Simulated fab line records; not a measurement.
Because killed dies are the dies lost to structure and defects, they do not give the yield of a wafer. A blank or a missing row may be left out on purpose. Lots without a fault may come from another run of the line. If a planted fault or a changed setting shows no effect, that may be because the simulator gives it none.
fab line records	flow nand-harc
[record] lots = 24	wafers = 72	last-day = 24
route steps=1159 shown P_GATE@204 P_CONTACT@247 P_M1@301
lots with no fault: from the same line, run without faults
start-h: the number of hours between the record's first day and the start of the first shown wafer of the lot	wait-h: time in hours since the lot's previous step	" the same as in the row above	L1.1+2: several wafers, shown together as one row	- no value, or no start given	* or withheld: withheld	< > ~ a bound
route shown NAME@n: names a module that has steps shown in the file, with the first one's number in the route	usual: mean/standard deviation of fault-free wafers	same: alike in all rows	chamber/n: place in a boat	sites: readings site by site	_std_site: the values' standard deviation	_edge_site: the outer-site mean with the inner-site mean subtracted	radius-mm: how far each site lies from the wafer's centre	mask NAME#n: copy n	behind: the last tool/chamber to shape the wafer	hold: reason for holding the lot/hours on hold/outcome of the hold	device: names the non-switching transistor (n, p or np)	end of line: the route-end tests of the same wafers	step lacking rows: just its recipe	killed: count of dies lost to structure and defects at first sort (not the wafer's yield)	map: a wafer's dies, marking killed ones x, the rest . and places with no die _
set.NAME: the setting that was run; set.NAME@STEP: the one run at that earlier step	model.NAME: the simulator's own value behind a step, which no gauge read
a sample of lots followed through the steps of the route, with each step as a table and each wafer as a row
services: when a tool's chamber went out of use (start-h, in hours from the record's first day, below 0 if earlier), for how many hours, and the reason
[[steps]]
[step NHARC_P_GATE_STRIP_113]
[recipe] power-w = 1500	temp-c = 110	time-s = 740	chemistry = N2/H2
[usual] drypump-motor-current-A = 5.6/0.43	heater-power-w = 82/11
lot.wafer	tool	chamber	start-h	wait-h	drypump-motor-current-A	heater-power-w	rf-hours-counter-h
L074.1	plasma-asher-01	0	109.06	0.3	5.1	71	0
L074.4	"	1	"	"	6.2	100	-
L074.6	"	0	"	"	5.1	71	-
L075.2	plasma-asher-01	0	119.33	0.2	5.1	69	3
L075.1	"	1	"	"	6.1	100	3
L075.4	"	1	"	"	6.1	98	-
L076.1	plasma-asher-01	1	120.48	0.2	6.2	97	4
L076.3	"	0	"	"	5.1	70	-
L076.5	"	0	"	"	5.1	70	-
L079.3	plasma-asher-02	1	129.35	0.5	5.8	80	-
L079.5	"	0	"	"	5.3	79	-
L079.6	"	1	"	"	5.8	82	-
L078.2	plasma-asher-01	1	129.65	0.2	6.1	101	8
L078.4	"	0	"	"	5.1	71	-
L078.5	"	1	"	"	6.2	98	-
L077.3	plasma-asher-02	1	135.66	0.4	5.9	81	-
L077.6	"	1	"	"	5.8	79	-
L077.5	"	0	"	"	5.2	80	-
L080.1	plasma-asher-02	0	142.06	0.3	5.2	79	41
L080.3	"	0	"	"	5.2	81	-
L080.5	"	0	"	"	5.2	79	-
L081.2	plasma-asher-02	0	143.39	0.7	5.2	77	42
L081.3	"	0	"	"	5.3	81	-
L081.5	"	1	"	"	5.8	81	-
L083.2	plasma-asher-01	0	156.77	0.3	5.1	70	14
L083.4	"	0	"	"	5.1	70	-
L083.6	"	0	"	"	5.1	69	-
L084.2	plasma-asher-02	0	157.13	0.3	5.3	78	49
L084.4	"	0	"	"	5.3	77	-
L084.6	"	0	"	"	5.2	79	-
L082.1	plasma-asher-02	1	159.42	0.2	5.9	81	50
L082.4	"	1	"	"	5.8	79	-
L082.5	"	0	"	"	5.2	80	-
L085.4	plasma-asher-01	0	185.30	0.5	5.1	68	-
L085.5	"	1	"	"	6.2	100	-
L085.6	"	0	"	"	5.1	72	-
L087.1	plasma-asher-02	1	185.44	0.2	5.8	81	55
L087.2	"	0	"	"	5.3	81	55
L087.4	"	1	"	"	5.8	81	-
L086.2	plasma-asher-01	1	186.24	0.2	6.1	100	26
L086.4	"	0	"	"	5.1	69	-
L086.6	"	0	"	"	5.1	69	-
L088.1	plasma-asher-01	1	197.41	0.4	6.2	100	32
L088.6	"	1	"	"	6.1	99	-
L088.5	"	0	"	"	5.1	69	-
L089.1	plasma-asher-01	1	198.47	0.2	6.2	100	33
L089.4	"	1	"	"	6.2	100	-
L089.5	"	0	"	"	5.1	68	-
L090.3	plasma-asher-01	1	202.87	0.4	6.1	99	-
L090.4	"	0	"	"	5.1	70	-
L090.6	"	1	"	"	6.1	96	-
L091.2	plasma-asher-02	0	204.30	0.4	5.2	77	3
L091.1	"	1	"	"	5.8	80	3
L091.3	"	1	"	"	5.8	81	-
L092.4	plasma-asher-02	1	218.44	0.3	5.8	83	-
L092.3	"	0	"	"	5.2	78	-
L092.5	"	0	"	"	5.2	77	-
L093.2	plasma-asher-01	0	218.75	0.3	5.1	70	39
L093.3	"	1	"	"	6.2	98	-
L093.5	"	1	"	"	6.2	101	-
L094.1	plasma-asher-01	1	227.01	0.3	6.2	102	41
L094.4	"	0	"	"	5.1	69	-
L094.6	"	0	"	"	5.1	70	-
L095.2	plasma-asher-02	0	227.43	0.3	5.3	78	12
L095.6	"	1	"	"	5.8	81	-
L095.5	"	0	"	"	5.3	79	-
L096.3	plasma-asher-02	0	239.41	0.5	5.3	76	-
L096.6	"	1	"	"	5.8	85	-
L096.5	"	0	"	"	5.2	78	-
L097.1	plasma-asher-02	0	243.55	0.2	5.3	78	16
L097.2	"	1	"	"	5.8	81	16
L097.4	"	0	"	"	5.3	79	-
[step NHARC_P_CONTACT_ALD_22]
[recipe] target-thk-a = 30	pulse-time-s = 1	ald-cycles = 150	temp-c = 450	material = TiN
[usual] heater-power-outer-w = 669/58	heater-power-w = 1029/77	precursor-pulse-height-rel = 1.002/0.021
lot.wafer	tool	chamber	start-h	wait-h	heater-power-outer-w	heater-power-w	precursor-pulse-height-rel
L074.4	ald-metal-01	1	115.07	-	648	1061	0.959
L074.1	"	0	"	"	655	1035	0.988
L074.6	"	1	"	"	641	1053	1.065
L075.1	ald-metal-04	1	125.94	-	723	1120	1.008
L075.4	"	2	"	"	660	1077	1.010
L075.2	"	0	"	"	645	924	0.994
L076.1	ald-metal-03	3	127.39	-	578	872	1.006
L076.3	"	1	"	"	685	1044	1.000
L076.5	"	3	"	"	606	882	0.966
L079.3	ald-metal-03	0	135.07	-	587	933	1.017
L079.6	"	2	"	"	827	1166	1.032
L079.5	"	3	"	"	612	894	0.996
L078.2	ald-metal-04	3	135.91	-	744	1008	1.005
L078.4	"	2	"	"	659	1080	1.017
L078.5	"	0	"	"	643	962	1.004
L077.3	ald-metal-01	2	141.71	-	616	999	1.007
L077.6	"	0	"	"	646	1045	1.023
L077.5	"	1	"	"	642	1058	1.010
L080.1	ald-metal-04	2	148.08	-	670	1093	1.055
L080.3	"	3	"	"	730	1036	1.044
L080.5	"	1	"	"	725	1155	1.039
L081.3	ald-metal-01	2	149.42	-	642	984	0.995
L081.2	"	1	"	"	659	1051	1.011
L081.5	"	1	"	"	654	1054	0.997
L083.2	ald-metal-03	0	162.71	-	615	978	1.031
L083.4	"	2	"	"	773	1120	1.005
L083.6	"	0	"	"	617	994	0.981
L084.2	ald-metal-01	2	163.22	-	621	968	0.997
L084.4	"	3	"	"	667	894	1.013
L084.6	"	0	"	"	632	1013	0.955
L082.1	ald-metal-04	1	165.64	-	722	1158	1.008
L082.4	"	3	"	"	725	1013	1.015
L082.5	"	0	"	"	617	949	1.011
L085.4	ald-metal-04	3	191.36	-	734	1055	1.041
L085.5	"	1	"	"	757	1177	1.044
L085.6	"	2	"	"	659	1071	1.019
L087.4	ald-metal-03	2	192.25	-	778	1131	0.986
L087.1	"	3	"	"	598	884	1.000
L087.2	"	1	"	"	711	1073	1.022
L086.2	ald-metal-01	2	192.87	-	615	1000	0.986
L086.4	"	0	"	"	660	1052	0.978
L086.6	"	1	"	"	624	1088	1.015
L088.1	ald-metal-01	0	203.60	-	631	1022	0.991
L088.6	"	2	"	"	627	989	0.989
L088.5	"	1	"	"	638	1046	0.956
L089.1	ald-metal-03	1	204.65	-	704	1046	1.003
L089.4	"	2	"	"	777	1117	1.009
L089.5	"	1	"	"	685	1025	0.980
L091.3	ald-metal-01	1	210.82	-	663	1073	0.976
L091.2	"	2	"	"	641	979	0.992
L091.1	"	0	"	"	637	1059	0.993
L090.3	ald-metal-01	2	214.13	-	624	975	1.008
L090.6	"	1	"	"	652	1057	0.980
L090.4	"	2	"	"	641	976	0.987
L092.3	ald-metal-03	3	224.28	-	613	911	1.048
L092.4	"	0	"	"	620	969	1.020
L092.5	"	1	"	"	705	1035	1.041
L093.3	ald-metal-04	1	225.58	-	727	1176	0.995
L093.2	"	2	"	"	671	1086	0.962
L093.5	"	3	"	"	732	1059	0.978
L094.4	ald-metal-04	3	233.44	-	728	1045	0.970
L094.1	"	0	"	"	629	964	1.011
L094.6	"	2	"	"	658	1083	0.998
L095.2	ald-metal-01	1	233.84	-	645	1079	1.028
L095.6	"	0	"	"	632	1026	0.982
L095.5	"	1	"	"	667	1093	0.997
L096.3	ald-metal-03	0	245.48	-	624	989	1.007
L096.6	"	3	"	"	597	911	0.986
L096.5	"	0	"	"	607	981	0.992
L097.2	ald-metal-01	2	250.00	-	625	997	1.044
L097.1	"	3	"	"	652	916	0.995
L097.4	"	1	"	"	649	1074	0.989
[step NHARC_P_M1_CD_MEAS_16]
[usual] cd-nm = 130.2/0.76
lot.wafer	tool	chamber	start-h	wait-h	cd-nm
L074.1	cd-sem-01	-	130.14	0.2	129.4
L074.4	"	-	"	"	130.1
L074.6	"	-	"	"	130.0
L075.1	cd-sem-03	-	135.90	-	131.1
L075.2	"	-	"	"	129.1
L075.4	"	-	"	"	128.8
L076.1	cd-sem-03	-	136.77	-	128.9
L076.3	"	-	"	"	130.2
L076.5	"	-	"	"	129.9
L079.3	cd-sem-02	-	143.02	-	131.4
L079.5	"	-	"	"	130.7
L079.6	"	-	"	"	129.9
L078.2	cd-sem-02	-	144.12	-	129.4
L078.4	"	-	"	"	130.6
L078.5	"	-	"	"	130.2
L077.3	cd-sem-02	-	150.01	-	130.1
L077.5	"	-	"	"	130.0
L077.6	"	-	"	"	129.8
L080.1	cd-sem-02	-	159.36	-	131.2
L080.3	"	-	"	"	130.2
L080.5	"	-	"	"	130.9
L081.2	cd-sem-03	-	159.81	-	132.2
L081.3	"	-	"	"	130.5
L081.5	"	-	"	"	130.9
L083.2	cd-sem-01	-	169.71	-	130.4
L083.4	"	-	"	"	130.4
L083.6	"	-	"	"	130.4
L084.2	cd-sem-02	-	170.62	-	130.0
L084.4	"	-	"	"	130.1
L084.6	"	-	"	"	129.5
L082.1	cd-sem-03	-	172.33	-	130.0
L082.4	"	-	"	"	129.6
L082.5	"	-	"	"	130.0
L085.4	cd-sem-02	-	200.30	-	129.5
L085.5	"	-	"	"	128.9
L085.6	"	-	"	"	128.5
L087.1	cd-sem-01	-	200.83	-	130.6
L087.2	"	-	"	"	130.7
L087.4	"	-	"	"	131.1
L086.2	cd-sem-03	-	201.49	-	130.2
L086.4	"	-	"	"	129.8
L086.6	"	-	"	"	130.5
L088.1	cd-sem-01	-	215.60	-	129.6
L088.5	"	-	"	"	130.0
L088.6	"	-	"	"	129.8
L089.1	cd-sem-02	-	216.47	-	129.2
L089.4	"	-	"	"	129.5
L089.5	"	-	"	"	130.7
L091.1	cd-sem-03	-	220.26	-	129.9
L091.2	"	-	"	"	129.2
L091.3	"	-	"	"	129.3
L090.3	cd-sem-03	-	221.54	-	131.0
L090.4	"	-	"	"	132.1
L090.6	"	-	"	"	130.3
L092.3	cd-sem-02	-	230.69	-	130.5
L092.4	"	-	"	"	131.0
L092.5	"	-	"	"	131.1
L093.2	cd-sem-01	-	236.14	-	130.8
L093.3	"	-	"	"	130.2
L093.5	"	-	"	"	131.5
L094.1	cd-sem-02	-	243.47	-	130.7
L094.4	"	-	"	"	129.9
L094.6	"	-	"	"	129.5
L095.2	cd-sem-01	-	243.86	-	130.0
L095.5	"	-	"	"	130.4
L095.6	"	-	"	"	130.1
L096.3	cd-sem-03	-	252.02	-	130.4
L096.5	"	-	"	"	130.5
L096.6	"	-	"	"	129.5
L097.1	cd-sem-01	-	256.89	-	129.7
L097.2	"	-	"	"	128.9
L097.4	"	-	"	"	129.7
[step NHARC_P_M1_PRE_CLEAN_30]
[recipe] time-s = 30	temp-c = 280	gas = H2/He
[usual] heater-power-w = 403/50
lot.wafer	tool	chamber	start-h	wait-h	heater-power-w
L074.4	pvd-sputter-02	-	-	-	368
L074.1	"	-	"	"	433
L074.6	"	-	"	"	367
L075.2	pvd-sputter-03	-	-	-	447
L075.1	"	-	"	"	465
L075.4	"	-	"	"	352
L076.1	pvd-sputter-03	-	-	-	362
L076.3	"	-	"	"	470
L076.5	"	-	"	"	452
L079.3	pvd-sputter-02	-	-	-	417
L079.5	"	-	"	"	446
L079.6	"	-	"	"	418
L078.2	pvd-sputter-03	-	-	-	365
L078.4	"	-	"	"	476
L078.5	"	-	"	"	444
L077.3	pvd-sputter-01	-	-	-	388
L077.6	"	-	"	"	431
L077.5	"	-	"	"	392
L080.3	pvd-sputter-02	-	-	-	291
L080.1	"	-	"	"	379
L080.5	"	-	"	"	296
L081.3	pvd-sputter-03	-	-	-	437
L081.2	"	-	"	"	463
L081.5	"	-	"	"	471
L083.2	pvd-sputter-02	-	-	-	446
L083.4	"	-	"	"	417
L083.6	"	-	"	"	430
L084.2	pvd-sputter-03	-	-	-	444
L084.4	"	-	"	"	450
L084.6	"	-	"	"	442
L082.1	pvd-sputter-02	-	-	-	367
L082.4	"	-	"	"	435
L082.5	"	-	"	"	376
L085.4	pvd-sputter-02	-	-	-	372
L085.6	"	-	"	"	307
L085.5	"	-	"	"	370
L087.2	pvd-sputter-01	-	-	-	393
L087.1	"	-	"	"	383
L087.4	"	-	"	"	490
L086.2	pvd-sputter-03	-	-	-	361
L086.4	"	-	"	"	463
L086.6	"	-	"	"	446
L088.1	pvd-sputter-01	-	-	-	391
L088.5	"	-	"	"	388
L088.6	"	-	"	"	391
L089.1	pvd-sputter-03	-	-	-	459
L089.4	"	-	"	"	443
L089.5	"	-	"	"	476
L091.1	pvd-sputter-01	-	-	-	397
L091.2	"	-	"	"	380
L091.3	"	-	"	"	359
L090.3	pvd-sputter-01	-	-	-	351
L090.4	"	-	"	"	389
L090.6	"	-	"	"	360
L092.3	pvd-sputter-03	-	-	-	354
L092.4	"	-	"	"	453
L092.5	"	-	"	"	358
L093.3	pvd-sputter-02	-	-	-	370
L093.2	"	-	"	"	412
L093.5	"	-	"	"	440
L094.4	pvd-sputter-01	-	-	-	461
L094.1	"	-	"	"	385
L094.6	"	-	"	"	349
L095.2	pvd-sputter-02	-	-	-	361
L095.5	"	-	"	"	297
L095.6	"	-	"	"	374
L096.3	pvd-sputter-01	-	-	-	359
L096.6	"	-	"	"	380
L096.5	"	-	"	"	386
L097.1	pvd-sputter-03	-	-	-	434
L097.4	"	-	"	"	351
L097.2	"	-	"	"	459
[step NHARC_P_M1_INSPECT_27]
[usual] raw-defect-count = 293/120
lot.wafer	tool	chamber	start-h	wait-h	raw-defect-count
L074.1	defect-inspect-02	-	132.54	0.0	250
L074.4	"	-	"	"	316
L074.6	"	-	"	"	529
L075.1	defect-inspect-01	-	138.18	0.0	242
L075.2	"	-	"	"	293
L075.4	"	-	"	"	211
L076.1	defect-inspect-02	-	139.12	0.0	245
L076.3	"	-	"	"	365
L076.5	"	-	"	"	126
L079.3	defect-inspect-02	-	145.39	0.0	225
L079.5	"	-	"	"	286
L079.6	"	-	"	"	336
L078.2	defect-inspect-02	-	146.46	0.0	248
L078.4	"	-	"	"	255
L078.5	"	-	"	"	332
L077.3	defect-inspect-01	-	152.43	0.0	168
L077.5	"	-	"	"	261
L077.6	"	-	"	"	215
L080.1	defect-inspect-01	-	161.85	0.0	226
L080.3	"	-	"	"	374
L080.5	"	-	"	"	422
L081.2	defect-inspect-02	-	162.12	0.0	150
L081.3	"	-	"	"	175
L081.5	"	-	"	"	136
L083.2	defect-inspect-01	-	172.02	0.0	410
L083.4	"	-	"	"	523
L083.6	"	-	"	"	428
L084.2	defect-inspect-02	-	172.99	0.0	213
L084.4	"	-	"	"	133
L084.6	"	-	"	"	178
L082.1	defect-inspect-01	-	174.69	0.0	331
L082.4	"	-	"	"	309
L082.5	"	-	"	"	139
L085.4	defect-inspect-01	-	202.57	0.0	182
L085.5	"	-	"	"	177
L085.6	"	-	"	"	151
L087.1	defect-inspect-01	-	203.12	0.0	134
L087.2	"	-	"	"	107
L087.4	"	-	"	"	167
L086.2	defect-inspect-02	-	203.77	0.0	353
L086.4	"	-	"	"	508
L086.6	"	-	"	"	372
L088.1	defect-inspect-01	-	218.20	0.0	308
L088.5	"	-	"	"	619
L088.6	"	-	"	"	519
L089.1	defect-inspect-02	-	219.19	0.0	408
L089.4	"	-	"	"	379
L089.5	"	-	"	"	357
L091.1	defect-inspect-02	-	222.58	0.0	363
L091.2	"	-	"	"	333
L091.3	"	-	"	"	345
L090.3	defect-inspect-02	-	224.34	0.0	150
L090.4	"	-	"	"	201
L090.6	"	-	"	"	183
L092.3	defect-inspect-01	-	233.03	0.0	262
L092.4	"	-	"	"	230
L092.5	"	-	"	"	338
L093.2	defect-inspect-01	-	238.45	0.0	168
L093.3	"	-	"	"	440
L093.5	"	-	"	"	235
L094.1	defect-inspect-02	-	245.79	0.0	263
L094.4	"	-	"	"	193
L094.6	"	-	"	"	298
L095.2	defect-inspect-02	-	246.18	0.0	190
L095.5	"	-	"	"	209
L095.6	"	-	"	"	131
L096.3	defect-inspect-02	-	254.29	0.0	452
L096.5	"	-	"	"	203
L096.6	"	-	"	"	340
L097.1	defect-inspect-02	-	259.66	0.0	407
L097.2	"	-	"	"	175
L097.4	"	-	"	"	255
[step NHARC_P_M1_PRE_CLEAN_32]
[recipe] time-s = 12	temp-c = 370	rf-power-w = 300	gas = NH3
[usual] heater-power-outer-w = 377/48	heater-power-w = 657/75
lot.wafer	tool	chamber	start-h	wait-h	heater-power-outer-w	heater-power-w
L074.1	pecvd-01	0	132.70	0.2	387	687
L074.4	"	0	"	"	386	684
L074.6	"	1	"	"	339	584
L075.2	pecvd-01	0	138.25	0.1	370	669
L075.1	"	2	"	"	427	749
L075.4	"	1	"	"	314	564
L076.1	pecvd-01	2	139.19	0.1	353	661
L076.3	"	0	"	"	372	640
L076.5	"	2	"	"	366	668
L079.3	pecvd-01	1	145.47	0.1	283	501
L079.6	"	0	"	"	389	640
L079.5	"	2	"	"	392	735
L078.2	pecvd-04	2	146.53	0.1	344	654
L078.5	"	0	"	"	300	524
L078.4	"	1	"	"	386	609
L077.3	pecvd-01	0	152.60	0.2	349	614
L077.5	"	1	"	"	337	562
L077.6	"	2	"	"	380	695
L080.3	pecvd-01	1	161.92	0.1	306	546
L080.1	"	2	"	"	422	736
L080.5	"	1	"	"	311	538
L081.3	pecvd-04	2	162.58	0.5	356	684
L081.2	"	1	"	"	428	678
L081.5	"	1	"	"	428	676
L083.2	pecvd-02	2	172.09	0.1	397	736
L083.4	"	2	"	"	393	725
L083.6	"	0	"	"	361	662
L084.2	pecvd-02	1	173.09	0.1	482	766
L084.4	"	2	"	"	376	683
L084.6	"	1	"	"	480	771
L082.1	pecvd-04	2	174.76	0.1	393	705
L082.4	"	0	"	"	350	583
L082.5	"	1	"	"	436	673
L085.5	pecvd-01	2	202.68	0.1	349	647
L085.4	"	0	"	"	393	695
L085.6	"	1	"	"	317	556
L087.2	pecvd-01	1	203.19	0.1	291	505
L087.1	"	2	"	"	427	773
L087.4	"	2	"	"	434	755
L086.2	pecvd-01	2	203.84	0.1	407	721
L086.4	"	2	"	"	409	752
L086.6	"	1	"	"	314	549
L088.1	pecvd-02	0	218.29	0.1	328	591
L088.5	"	1	"	"	459	705
L088.6	"	2	"	"	381	712
L089.1	pecvd-02	0	219.30	0.1	391	681
L089.5	"	2	"	"	372	687
L089.4	"	1	"	"	463	728
L091.2	pecvd-01	2	222.65	0.1	375	706
L091.1	"	0	"	"	392	691
L091.3	"	1	"	"	313	527
L090.3	pecvd-02	2	224.43	0.1	396	716
L090.4	"	0	"	"	371	665
L090.6	"	2	"	"	403	714
L092.3	pecvd-04	2	233.10	0.1	405	717
L092.5	"	2	"	"	397	722
L092.4	"	1	"	"	428	696
L093.2	pecvd-02	2	238.52	0.1	317	616
L093.3	"	1	"	"	496	791
L093.5	"	0	"	"	395	710
L094.1	pecvd-04	0	245.87	0.1	339	565
L094.4	"	2	"	"	424	753
L094.6	"	0	"	"	337	584
L095.2	pecvd-02	1	246.26	0.1	455	743
L095.6	"	0	"	"	394	671
L095.5	"	2	"	"	387	706
L096.3	pecvd-04	0	254.36	0.1	328	572
L096.6	"	0	"	"	335	548
L096.5	"	2	"	"	437	752
L097.2	pecvd-01	0	259.85	0.2	338	615
L097.1	"	1	"	"	315	542
L097.4	"	1	"	"	319	539
[[services]]
tool	chamber	start-h	hours	kind
pvd-sputter-02	-	86.92	4.1	repair
pvd-sputter-01	-	90.61	9.8	repair
plasma-asher-01	-	99.00	9.0	pm
ald-metal-01	-	102.00	10.0	pm
pvd-sputter-03	-	102.00	10.0	pm
pecvd-01	-	125.03	2.0	repair
pecvd-02	-	128.11	0.8	repair
ald-metal-01	3	130.72	8.0	repair
ald-metal-04	-	138.98	1.8	repair
plasma-asher-01	-	140.72	6.7	repair
ald-metal-03	-	144.00	10.0	pm
ald-metal-01	0	147.86	5.4	repair
pecvd-02	-	153.09	13.0	pm
pvd-sputter-01	-	158.01	10.0	pm
plasma-asher-02	-	162.79	7.9	repair
pecvd-02	-	169.58	1.4	repair
pvd-sputter-01	-	169.99	10.7	repair
pvd-sputter-02	-	174.14	7.8	repair
ald-metal-01	-	177.78	0.9	repair
ald-metal-01	3	188.89	43.5	repair
plasma-asher-02	-	189.65	9.0	pm
pvd-sputter-02	-	214.01	10.0	pm
pecvd-01	-	237.00	13.0	pm
pvd-sputter-03	-	243.63	3.9	repair
[[key]]
fault none
